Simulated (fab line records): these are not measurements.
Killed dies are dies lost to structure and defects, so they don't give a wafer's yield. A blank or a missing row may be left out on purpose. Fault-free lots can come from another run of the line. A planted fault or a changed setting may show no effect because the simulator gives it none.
fab line records	flow nandHarc
record lots=14	wafers=42	lastDay=33
route steps=1302 shown A_CHANNEL_FILL_D1@501 A_ONON_D2@546 END@1302
lots that met no fault: from a run of the same line without faults
startH: hours from the record's opening day to when the first of the lot's shown wafers began	waitH: how many hours have passed since the lot's step before this one	" repeats the value in the row above	L1.1+2: one row covering several wafers at once	- no value, or no start was given	* or withheld: withheld	< > ~ a bound
route shown NAME@n: a module of which the file shows steps, and the number in the route of the first	usual: mean/standard deviation taken from wafers without a fault	same: alike in all rows	chamber/n: place in a boat	sites: each site's reading	_std_site: the values' standard deviation	_edge_site: the outer-site mean with the inner-site mean subtracted	radiusMm: for every site, how far away it sits from the centre of the wafer	mask NAME#n: copy n	behind: the tool/chamber that last shaped the wafer	hold: what put the lot on hold/how long, in hours/how the hold closed	device: whichever transistor did not switch (one of n, p or np)	end of line: at the end of the route, the tests of the same wafers	where a step has no rows: the recipe by itself	killed: not the wafer's yield, but the dies lost to structure and defects at the first sort	map: a wafer's dies, x killed, . not, _ none there
set.NAME: the setting as run; set.NAME@STEP: as run at that earlier step	model.NAME: the simulator's own value behind a step, which no gauge read
steps of the route over a sample of lots; a table a step, a row a wafer
services: when a tool's chamber went out of use (startH, in hours from the record's first day, below 0 if earlier), for how many hours, and the reason
## steps
# step NHARC_A_CHANNEL_FILL_D1_STRIP_28
# recipe timeS=20	o2FlowSccm=500	arFlowSccm=0	biasW=0	chemistry=O2
# usual drypumpMotorCurrentA=5.5/0.43	oesProductAu=1.001/0.0075	rfVppV=58.0/0.93	showerheadPlenumPTorr=3.58/0.17	throttleValvePct=17.036/0.01
# same timeS=20
lot.wafer	tool	chamber	startH	waitH	drypumpMotorCurrentA	oesProductAu	rfHoursCounterH	rfVppV	showerheadPlenumPTorr	throttleValvePct
L600.1	rieDiel-08	3	216.92	0.1	5.3	1.000	0.9	57.4	3.35	17.023
L600.3	"	2	"	"	6.1	0.995	1.1	57.4	3.34	17.028
L600.6	"	3	"	"	5.3	0.998	-	58.5	3.35	17.032
L601.3	rieDiel-01	0	229.26	0.1	4.9	1.013	0.5	58.6	3.77	17.020
L601.6	"	0	"	"	5.0	1.005	-	57.2	3.77	17.024
L601.5	"	1	"	"	5.3	1.009	-	59.8	3.67	17.032
L602.3	rieDiel-05	3	229.26	0.1	6.0	0.991	7.4	55.9	3.30	17.034
L602.4	"	0	"	"	5.2	1.003	7.3	57.7	3.73	17.043
L602.2	"	2	"	"	5.8	1.010	5.2	58.1	3.73	17.043
L603.4	rieDiel-01	0	242.28	0.1	5.0	1.009	1.1	57.1	3.77	17.030
L603.3	"	2	"	"	6.2	1.021	1.1	57.4	3.37	17.027
L603.5	"	1	"	"	5.3	1.019	-	58.6	3.67	17.049
L604.2	rieDiel-05	3	248.53	0.1	6.0	0.990	0.8	57.6	3.30	17.025
L604.3	"	1	"	"	5.4	1.008	1.2	59.2	3.56	17.032
L604.6	"	3	"	"	6.0	0.990	-	56.6	3.30	17.052
L607.1	rieDiel-08	0	281.34	0.1	5.9	1.002	5.4	58.7	3.44	17.042
L607.4	"	2	"	"	6.1	0.998	6.9	57.8	3.34	17.055
L607.6	"	3	"	"	5.3	0.993	-	56.8	3.35	17.040
L608.2	rieDiel-05	3	292.44	0.1	6.0	0.995	1.8	57.4	3.30	17.047
L608.5	"	0	"	"	5.1	1.004	-	57.1	3.73	17.048
L608.6	"	1	"	"	5.4	0.999	-	56.6	3.56	17.046
L611.1	rieDiel-05	3	321.19	0.1	6.0	0.997	3.3	58.5	3.30	17.026
L611.4	"	1	"	"	5.4	0.999	3.8	58.6	3.56	17.043
L611.5	"	0	"	"	5.1	0.998	-	58.5	3.73	17.029
L616.4	rieDiel-05	0	376.88	0.1	5.1	1.011	7.6	58.2	3.73	17.033
L616.1	"	3	"	"	6.0	0.996	6.1	57.1	3.30	17.041
L616.6	"	1	"	"	5.4	1.018	-	57.6	3.56	17.052
L617.3	rieDiel-01	3	376.88	0.1	5.2	0.985	6.4	60.4	3.67	17.030
L617.2	"	0	"	"	4.9	1.009	7.4	56.5	3.77	17.019
L617.5	"	3	"	"	5.2	1.009	-	58.1	3.66	17.035
L619.3	rieDiel-01	0	401.39	0.1	4.9	0.986	0.5	57.7	3.77	17.029
L619.1	"	1	"	"	5.3	1.002	0.2	56.9	3.66	17.026
L619.2	"	2	"	"	6.2	0.997	0.5	58.6	3.37	17.005
L620.2	rieDiel-05	1	425.65	0.1	5.4	1.000	0.5	58.1	3.56	17.031
L620.3	"	3	"	"	6.0	0.998	0.3	57.4	3.30	17.041
L620.5	"	1	"	"	5.5	1.011	-	59.1	3.56	17.039
L621.3	rieDiel-08	2	432.49	0.1	6.1	0.998	2.9	56.2	3.34	17.061
L621.6	"	1	"	"	5.8	0.995	-	57.3	3.72	17.041
L621.5	"	2	"	"	6.1	0.995	-	57.5	3.34	17.055
L622.3	rieDiel-01	3	437.02	0.1	5.2	0.991	2.5	58.5	3.66	17.058
L622.2	"	0	"	"	4.9	0.996	2.4	58.9	3.76	17.045
L622.6	"	3	"	"	5.2	0.999	-	58.1	3.66	17.048
# step NHARC_A_ONON_D2_THK_MEAS_02
# recipe thkMeasGauge=ellipsometry
# usual thkNm=1001/8.1
lot.wafer	tool	chamber	startH	waitH	thkNm
L600.1	filmMetro-01	-	278.46	-	1011
L600.3	"	-	"	"	1011
L600.6	"	-	"	"	1009
L601.3	filmMetro-02	-	292.98	-	1001
L601.5	"	-	"	"	1004
L601.6	"	-	"	"	1003
L602.2	filmMetro-01	-	293.08	-	985
L602.3	"	-	"	"	985
L602.4	"	-	"	"	984
L603.3	filmMetro-02	-	308.81	-	997
L603.4	"	-	"	"	1000
L603.5	"	-	"	"	997
L604.2	filmMetro-02	-	315.22	-	1010
L604.3	"	-	"	"	1011
L604.6	"	-	"	"	1010
L607.1	filmMetro-02	-	340.24	-	995
L607.4	"	-	"	"	994
L607.6	"	-	"	"	993
L608.2	filmMetro-01	-	349.72	-	985
L608.5	"	-	"	"	986
L608.6	"	-	"	"	984
L611.1	filmMetro-01	-	380.38	-	1008
L611.4	"	-	"	"	1007
L611.5	"	-	"	"	1008
L617.2	filmMetro-02	-	434.30	-	1010
L617.3	"	-	"	"	1012
L617.5	"	-	"	"	1010
L616.1	filmMetro-01	-	434.35	-	992
L616.4	"	-	"	"	990
L616.6	"	-	"	"	989
L619.1	filmMetro-02	-	461.28	-	1004
L619.2	"	-	"	"	1001
L619.3	"	-	"	"	1002
L620.2	filmMetro-02	-	484.98	-	988
L620.3	"	-	"	"	987
L620.5	"	-	"	"	987
L621.3	filmMetro-02	-	491.59	-	1008
L621.5	"	-	"	"	1009
L621.6	"	-	"	"	1009
L622.2	filmMetro-02	-	503.57	-	993
L622.3	"	-	"	"	995
L622.6	"	-	"	"	994
# step NHARC_A_ONON_D2_DEP_03
# recipe targetThkA=10000	n2FlowSccm=2750	n2oFlowSccm=2000	nh3FlowSccm=500	sih4FlowSccm=210	tempC=400
lot.wafer	tool	chamber	startH	waitH
L600.1+3+6	pecvdOnon-02	0	278.52	0.1
L601.3+5+6	pecvdOnon-02	0	293.15	0.2
L602.2+3+4	pecvdOnon-01	0	293.19	0.1
L603.3+4+5	pecvdOnon-01	0	308.98	0.2
L604.2+3+6	pecvdOnon-01	0	315.33	0.1
L607.1+4+6	pecvdOnon-02	0	340.30	0.1
L608.2+5+6	pecvdOnon-02	0	349.84	0.1
L611.1+4+5	pecvdOnon-02	0	380.44	0.1
L616.1+4+6	pecvdOnon-02	0	434.41	0.1
L617.2+3+5	pecvdOnon-01	0	434.41	0.1
L619.1+2+3	pecvdOnon-02	0	461.34	0.1
L620.2+3+5	pecvdOnon-03	0	485.09	0.1
L621.3+5+6	pecvdOnon-03	0	491.76	0.2
L622.2+3+6	pecvdOnon-03	0	503.69	0.1
# step NHARC_A_ONON_D2_THK_MEAS_05
# recipe thkMeasGauge=ellipsometry
# usual thkNm=1002/9.1
lot.wafer	tool	chamber	startH	waitH	thkNm
L600.1	filmMetro-02	-	279.03	-	1011
L600.3	"	-	"	"	1011
L600.6	"	-	"	"	1011
L601.3	filmMetro-02	-	293.55	-	987
L601.5	"	-	"	"	989
L601.6	"	-	"	"	986
L602.2	filmMetro-01	-	293.64	-	991
L602.3	"	-	"	"	993
L602.4	"	-	"	"	994
L603.3	filmMetro-02	-	309.38	-	1000
L603.4	"	-	"	"	1000
L603.5	"	-	"	"	1000
L604.2	filmMetro-01	-	315.79	-	1018
L604.3	"	-	"	"	1016
L604.6	"	-	"	"	1016
L607.1	filmMetro-01	-	340.81	-	1010
L607.4	"	-	"	"	1009
L607.6	"	-	"	"	1008
L608.2	filmMetro-02	-	350.29	-	686
L608.5	"	-	"	"	687
L608.6	"	-	"	"	688
L611.1	filmMetro-01	-	380.95	-	707
L611.4	"	-	"	"	707
L611.5	"	-	"	"	705
L617.2	filmMetro-01	-	434.86	-	1003
L617.3	"	-	"	"	1003
L617.5	"	-	"	"	1004
L616.1	filmMetro-02	-	434.92	-	1010
L616.4	"	-	"	"	1009
L616.6	"	-	"	"	1011
L619.1	filmMetro-02	-	461.87	-	992
L619.2	"	-	"	"	993
L619.3	"	-	"	"	993
L620.2	filmMetro-02	-	485.55	-	1007
L620.3	"	-	"	"	1004
L620.5	"	-	"	"	1009
L621.3	filmMetro-01	-	492.15	-	1008
L621.5	"	-	"	"	1009
L621.6	"	-	"	"	1009
L622.2	filmMetro-02	-	504.14	-	988
L622.3	"	-	"	"	989
L622.6	"	-	"	"	988
# step NHARC_END_SORT_01
# recipe tempC=25
# usual killedAtArray=52/20	killedAtOther=1.0/1.3	killedAtPeriphery=3.7/2.2	killedDies=57/20	killedOpen=3.2/1.6	killedShort=2.4/1.6
# same grossDies=677
lot.wafer	tool	chamber	startH	waitH	killedAtArray	killedAtOther	killedAtPeriphery	killedDies	killedOpen	killedShort
L608.2	prober-01	0	641.21	2.8	672	1	4	677	5	5
L608.5	prober-01	0	643.60	3.7	674	0	3	677	1	3
L608.6	prober-01	0	644.40	4.0	673	1	3	677	4	1
L611.1	prober-02	0	656.22	2.5	672	2	3	677	2	4
L611.4	prober-02	0	658.64	3.4	668	5	4	677	3	1
L611.5	prober-02	0	659.44	3.7	669	4	4	677	1	7
# killed by level:class
L608.2 A_ONON_D2:areaDep=611 A_CHANNEL_HOLE_D1:chamberFilmFlake=29 A_CHANNEL_HOLE_D2:chamberFilmFlake=16 A_STAIRCASE:chamberFilmFlake=3 A_SLIT:chamberFilmFlake=3 P_CONTACT:geometricParticle:open=2 A_CHANNEL_FILL_D2:geometricParticle:short=2 A_CONTACT:chamberFilmFlake=2
L608.5 A_ONON_D2:areaDep=620 A_CHANNEL_HOLE_D1:chamberFilmFlake=28 A_CHANNEL_HOLE_D2:chamberFilmFlake=17 A_STAIRCASE:chamberFilmFlake=3 P_ZERO_WELL:chamberFilmFlake=2 A_CHANNEL_HOLE_D1:geometricParticle:short=1 A_CHANNEL_FILL_D1:geometricParticle:short=1 A_DECK1_JOINT:geometricParticle:open=1
L608.6 A_ONON_D2:areaDep=626 A_CHANNEL_HOLE_D1:chamberFilmFlake=30 A_CHANNEL_HOLE_D2:chamberFilmFlake=11 P_ZERO_WELL:chamberFilmFlake=2 A_SOURCE_PLATE:geometricParticle:open=1 A_CHANNEL_FILL_D1:geometricParticle:short=1 A_DECK1_JOINT:geometricParticle:open=1 A_CHANNEL_HOLE_D2:geometricParticle:open=1
L611.1 A_ONON_D2:areaDep=631 A_CONTACT:chamberFilmFlake=12 A_STAIRCASE:chamberFilmFlake=7 A_BONDPAD:chamberFilmFlake=7 A_CHANNEL_HOLE_D1:chamberFilmFlake=6 A_BLC:chamberFilmFlake=3 A_CHANNEL_HOLE_D2:geometricParticle:short=2 THIN_TSV:chamberFilmFlake=2
L611.4 A_ONON_D2:areaDep=641 A_CHANNEL_HOLE_D1:chamberFilmFlake=7 A_BONDPAD:chamberFilmFlake=5 THIN_TSV:chamberFilmFlake=5 P_M2:chamberFilmFlake=4 A_STAIRCASE:chamberFilmFlake=4 A_CONTACT:chamberFilmFlake=3 A_BLC:chamberFilmFlake=3
L611.5 A_ONON_D2:areaDep=641 A_CONTACT:chamberFilmFlake=6 A_BONDPAD:chamberFilmFlake=6 A_STAIRCASE:chamberFilmFlake=5 THIN_TSV:chamberFilmFlake=4 A_WL_FILL:geometricParticle:short=3 A_CHANNEL_HOLE_D1:chamberFilmFlake=3 A_CHANNEL_FILL_D1:geometricParticle:short=2
## services
tool	chamber	startH	hours	kind
rieDiel-08	0	197.02	6.4	repair
rieDiel-01	-	203.80	9.0	pm
rieDiel-05	0	208.60	-	clean
rieDiel-05	1	208.60	-	clean
rieDiel-05	2	208.60	-	clean
rieDiel-05	3	208.60	-	clean
pecvdOnon-03	-	227.00	13.0	pm
rieDiel-05	-	229.60	9.0	pm
rieDiel-05	0	229.60	9.0	ventCycle
rieDiel-05	1	229.60	9.0	ventCycle
rieDiel-05	2	229.60	9.0	ventCycle
rieDiel-01	3	250.10	11.1	repair
pecvdOnon-01	-	269.09	13.0	pm
rieDiel-01	3	281.96	4.6	repair
pecvdOnon-03	-	322.61	9.6	repair
pecvdOnon-02	-	366.35	13.0	pm
rieDiel-08	-	367.80	9.0	pm
rieDiel-01	-	373.98	0.9	repair
rieDiel-01	-	380.80	9.0	pm
rieDiel-05	2	387.36	4.5	repair
rieDiel-05	-	406.60	9.0	pm
pecvdOnon-03	-	408.00	13.0	pm
pecvdOnon-01	-	450.19	13.0	pm
rieDiel-05	3	491.89	8.0	repair
## key
firstSign step=NHARC_A_ONON_D2_THK_MEAS_05	reading=thkNm	direction=down	sigmas=33	usual=1002	struck=697
effect step=NHARC_END_SORT_01	reading=killedAtArray	direction=up	sigmas=31	usual=52	struck=671
moreKillsBornAt NHARC_A_ONON_D2_DEP_03@pecvdOnon-02=3770
metAt NHARC_A_ONON_D2_DEP_03
struckLots L608,L611
laterRowsLeftOut L608.2,L608.5,L608.6,L611.1,L611.4,L611.5
testerLeftOut L608,L611
notActingAt NHARC_A_CHANNEL_FILL_D1_STRIP_28,NHARC_A_ONON_D2_THK_MEAS_02
onsetBetween 340.30 349.84
fault kind=processParameterDrift	tool=pecvdOnon-02	chamber=-	onsetH=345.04	steps=NHARC_A_ONON_D2_DEP_03	channel=targetThkA	offset=*	shape=step	endH=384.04	actsIn=*	stated=*
# testerLeftOut: of these lots the tester's yield and bins aren't shown, on N5 and GAA mostly nor the transistor test; their killed dies are dies lost to structure and defects alone, not to doping, threshold or leakage, so they don't give the yield
# laterRowsLeftOut: the simulator's readings of these wafers behind a module that went badly wrong aren't trusted and aren't shown, but for the sort
